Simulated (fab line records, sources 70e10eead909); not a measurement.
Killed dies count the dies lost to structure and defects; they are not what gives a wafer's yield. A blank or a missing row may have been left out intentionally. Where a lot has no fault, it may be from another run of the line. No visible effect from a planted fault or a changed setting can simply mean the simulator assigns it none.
Chamber matching ; flow nand_harc ; rie_diel-09 running NHARC_P_ZERO_WELL_DESCUM_54: 4 sister chambers
The step chemistry O2, time 3 s. 14 wafers are shown with their chamber, then 7 later ones without.

## EACH WAFER AND ITS CHAMBER
wafer;chamber;showerhead_plenum_p_Torr (Torr);drypump_motor_current_A (A);oes_product_au (a.u.)
L076.1;3;2.04;5.2;0.989
L076.3;2;2.01;5.9;0.997
L076.6;2;2.01;5.9;1.006
L079.1;1;2.01;5.2;0.991
L079.5;2;2.01;5.8;1.004
L079.6;3;2.04;5.2;0.998
L080.4;0;1.85;5.2;1.005
L080.5;2;2.01;5.9;0.999
L080.6;3;2.03;5.2;1.003
L081.3;1;2.01;5.3;1.003
L081.4;2;2.01;5.9;0.990
L081.6;0;1.85;5.2;1.013
L087.4;0;1.85;5.2;1.012
L087.5;0;1.85;5.2;1.013

SIGNATURES (averages over the wafers above)
reading;chamber 0;chamber 1;chamber 2;chamber 3;scatter within a chamber
showerhead_plenum_p_Torr;1.8500;2.0100;2.0100;2.0367;0.00258
drypump_motor_current_A;5.200;5.250;5.880;5.200;0.0361
oes_product_au;1.01075;0.99700;0.99920;0.99667;0.00613
Rule: for each reading, subtract the chamber's mean from the wafer's reading, divide by that reading's scatter and square the result; add these up over the readings and take the root, which gives the wafer's distance from the chamber. If the next closest chamber is less than 2 further off than the closest, the wafer can't be placed; otherwise it belongs to the closest. The scatter: take each reading less its chamber's mean, square it, sum over the shown wafers, divide by the number of wafers less the number of chambers, and take the root.

## WAFERS WHOSE CHAMBER IS MISSING
wafer;showerhead_plenum_p_Torr (Torr);drypump_motor_current_A (A);oes_product_au (a.u.)
L087.6;2.03;5.2;1.033
L091.4;2.01;5.2;1.008
L091.5;1.84;5.2;0.991
L091.6;2.03;5.2;1.012
L092.3;2.03;5.2;1.031
L092.4;2.01;5.2;1.020
L092.6;2.01;5.2;1.014

## CHAMBER TAKEN BY EACH
wafer;from the rows above;in truth
L087.6;3;3
L091.4;1;1
L091.5;0;0
L091.6;3;3
L092.3;3;3
L092.4;1;1
L092.6;1;1
Correctly placed: 7 of 7. Left unplaced by these rows: 0. 0 placed wrongly.
